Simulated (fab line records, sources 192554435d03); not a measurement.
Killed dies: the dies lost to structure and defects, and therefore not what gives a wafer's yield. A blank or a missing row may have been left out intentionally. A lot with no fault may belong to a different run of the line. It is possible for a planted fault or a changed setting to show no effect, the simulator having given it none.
A lot that was struck, set against a sound lot | flow n5_finfet | 16 steps out of a route of 1938
Sound: the wafers L672.2, L672.4, L672.6. The struck wafers were L662.2, L662.3, L662.4. The cause is given at the end.
For every step that has rows: the tool of each side, followed by ch and its chambers, followed by its first start. Under that, the readings that differ: sound wafers | struck wafers | difference of the means | sigmas: that difference in standard deviations of wafers without a fault.
alike: same words and numbers on both sides, and readings whose means sit less than 2 such deviations apart. not compared: any withheld reading, any reading some wafer has no value for, any bound like >300 that may hide the same value, and any number with overlapping values for which the record gives no deviation.
A row with sigmas, a row that says differs or no value, or rows on one side alone: a step with any of these is where the two part. Numbers that have no deviation but don't overlap get no sigmas and don't part them. A reading missing from all wafers of one side parts the sides only when that side holds two or more wafers.

first, 1 step without rows for these wafers: N5_SDB_STRIP_19 (strips in N2/H2).
N5_SDB_STRIP_21: strips in CF4.
  sound on rie_diel-04 ch 0,1, day 8 17:08; struck on rie_diel-01 ch 0,1,2, day 6 08:53
  alike: bias_power_w, drypump_motor_current_A, oes_product_au, rf_vpp_V, showerhead_plenum_p_Torr, throttle_valve_pct
  not compared: rf_hours_counter_h
N5_SDB_HM_OPEN_20: chemistry CH3F/O2, target SiNx, stops on poly-Si, target depth 24 nm.
  sound on rie_diel-04 ch 0,1, day 8 17:10; struck on rie_diel-01 ch 0,1,2, day 6 08:54
  alike: drypump_motor_current_A, mfc_ar_sccm, oes_product_au, rf_vpp_V, showerhead_plenum_p_Torr, throttle_valve_pct
  not compared: rf_hours_counter_h
N5_SDB_STRIP_22: strips in N2/H2.
  sound on plasma_asher-01 ch 0,1, day 8 17:14; struck on plasma_asher-01 ch 0,1, day 6 08:59
  alike: drypump_motor_current_A, heater_power_w, oes_product_au, strip_time_to_endpoint_s
  not compared: rf_hours_counter_h
then, 2 steps without rows for these wafers: N5_SDB_PRECLEAN_23 (cleans in dHF, time 30 s); N5_SDB_DUMMY_REMOVE_24 (chemistry TMAH, target poly-Si, stops on SiO2, target depth 142 nm, time 57 s, rinse time 30 s).
N5_SDB_ETCH_25: etches SiO2 in C4F6/O2, target depth 10 nm, time 3.3 s.
  sound on rie_diel-04 ch 0,1,2, day 8 17:31; struck on rie_diel-01 ch 1,2,3, day 6 11:01
  reading                     | sound       | struck      | difference | sigmas
  drypump_motor_current_A (A) | 5.0 5.6 5.7 | 6.5 6.0 6.4 | +0.9       | +2
  rf_vpp_V (V)                | 663 666 663 | 671 676 680 | +12        | +2
  alike: mfc_ar_sccm, oes_product_au, showerhead_plenum_p_Torr, throttle_valve_pct
  not compared: rf_hours_counter_h
then, 4 steps without rows for these wafers: N5_SDB_CUT_ETCH_26 (etches Si in HBr/Cl2/O2, target depth 129.6 nm, bt time 20 s, time 51.8 s); N5_SDB_PRECLEAN_38 (cleans in dHF, time 10 s); N5_SDB_PRECLEAN_39 (cleans in O3/DIW, time 45 s); N5_SDB_SRD_28 (time 30 s).
N5_SDB_ALD_29: deposits SiNx, target thk 30 nm, pulse time 1 s, ald cycles 600.
  sound on ald_sin-02 ch 0,2,3, day 8 17:47; struck on ald_sin-01 ch 1,2,3, day 6 11:16
  alike: heater_power_w, precursor_pulse_height_rel
N5_SDB_CMP_30: polishes, stops on poly-Si, t overpolish 1.54 s, target thk 30 nm.
  sound on cmp-04 ch 1,3, day 8 20:31; struck on cmp-03 ch 1,2,3, day 6 14:01
  reading                 | sound             | struck            | difference | sigmas
  head_pressure_psi (psi) | 4.141 4.139 4.146 | 3.784 3.800 3.804 | -0.346     | -36
  motor_current_A (A)     | 13.0 13.1 13.2    | 10.3 10.5 10.4    | -2.7       | -2
  alike: overpolish_run_s, time_to_endpoint_s
N5_SDB_THK_MEAS_31:
  sound on film_metro-01 at day 8 20:49; struck on film_metro-02 at day 6 14:18
  alike: SDB_THK
-- the record jumps here: 4 days lie between the struck wafers' starts before and after (it left off in module SDB and takes up again in module BEOL_M4, whose first step shown is number 1111 of the route) --
N5_BEOL_M4_RC_MEAS_101:
  sound on prober-02 ch 0, day 13 07:05; struck on prober-01 ch 0, day 10 14:47
  reading       | sound          | struck         | difference | sigmas
  DIBL_P (mV/V) | 35.3 34.3 33.5 | 39.0 38.9 35.3 | +3.4       | +2
  SS_P (mV/dec) | 73.0 72.2 72.0 | 73.7 73.8 73.1 | +1.1       | +2
  alike: DIBL_N, IOFF_N, IOFF_P, ION_N, ION_P, SS_N, VT_N, VT_P
N5_PASSIVATION_PROBE_49:
  sound wafers here have rows in the record (prober-01, day 17 07:04); struck ones have none

## WHERE THEY PART
Earliest at N5_SDB_ETCH_25; latest, in this record, at N5_PASSIVATION_PROBE_49.

WHY: whatever the simulator had introduced
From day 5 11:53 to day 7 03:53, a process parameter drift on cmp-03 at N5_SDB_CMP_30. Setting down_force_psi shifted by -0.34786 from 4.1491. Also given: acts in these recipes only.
